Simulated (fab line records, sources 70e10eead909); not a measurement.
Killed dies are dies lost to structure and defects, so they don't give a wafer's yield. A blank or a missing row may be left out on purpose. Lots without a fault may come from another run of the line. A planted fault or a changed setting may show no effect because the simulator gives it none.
Chamber matching | flow nand_harc | NHARC_A_CHANNEL_FILL_D1_STRIP_28 on rie_diel-08: 4 sister chambers
The step strips in O2, time 20 s. 8 wafers are shown with their chamber, then 10 later ones without.

WAFERS WITH THEIR CHAMBER
wafer  | chamber | drypump_motor_current_A (A) | oes_product_au (a.u.)
L077.1 | 3       | 5.57                        | 0.991
L077.2 | 0       | 5.86                        | 0.998
L079.2 | 0       | 5.90                        | 0.998
L081.4 | 1       | 5.56                        | 0.996
L081.5 | 3       | 5.58                        | 0.990
L081.6 | 2       | 5.28                        | 1.016
L083.2 | 2       | 5.25                        | 1.018
L083.3 | 1       | 5.56                        | 1.006

WAFERS WITHOUT THEIR CHAMBER
wafer  | drypump_motor_current_A (A) | oes_product_au (a.u.)
L083.4 | 5.64                        | 0.987
L092.1 | 5.56                        | 0.987
L092.3 | 5.62                        | 0.999
L092.4 | 5.27                        | 1.009
L097.2 | 5.28                        | 1.014
L097.4 | 5.56                        | 1.002
L097.6 | 5.25                        | 1.011
L096.2 | 5.28                        | 1.013
L096.3 | 5.87                        | 1.004
L096.6 | 5.27                        | 1.004

WHICH CHAMBER EACH WENT THROUGH
wafer  | from the rows above     | in truth
L083.4 | 3                       | 3
L092.1 | 3                       | 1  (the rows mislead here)
L092.3 | can't be placed: 1 or 3 | 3
L092.4 | 2                       | 2
L097.2 | 2                       | 2
L097.4 | 1                       | 1
L097.6 | 2                       | 2
L096.2 | 2                       | 2
L096.3 | 0                       | 0
L096.6 | 2                       | 2
Placed correctly: 8 of 10. Can't be placed from these rows: 1 (the true chamber is among the candidates in 1). Placed wrongly: 1.
How it was worked out, from the rows above alone: a wafer's distance from a chamber is the root of the sum, over the readings, of the square of ((its reading less the chamber's mean) divided by the reading's scatter). The wafer belongs to the nearest chamber; if the next one is less than 2 further off, it can't be placed. A chamber's mean is the mean of its shown wafers. The scatter: the root of (the sum of the squares of (reading less its chamber's mean) over the shown wafers, divided by (wafers less chambers)).
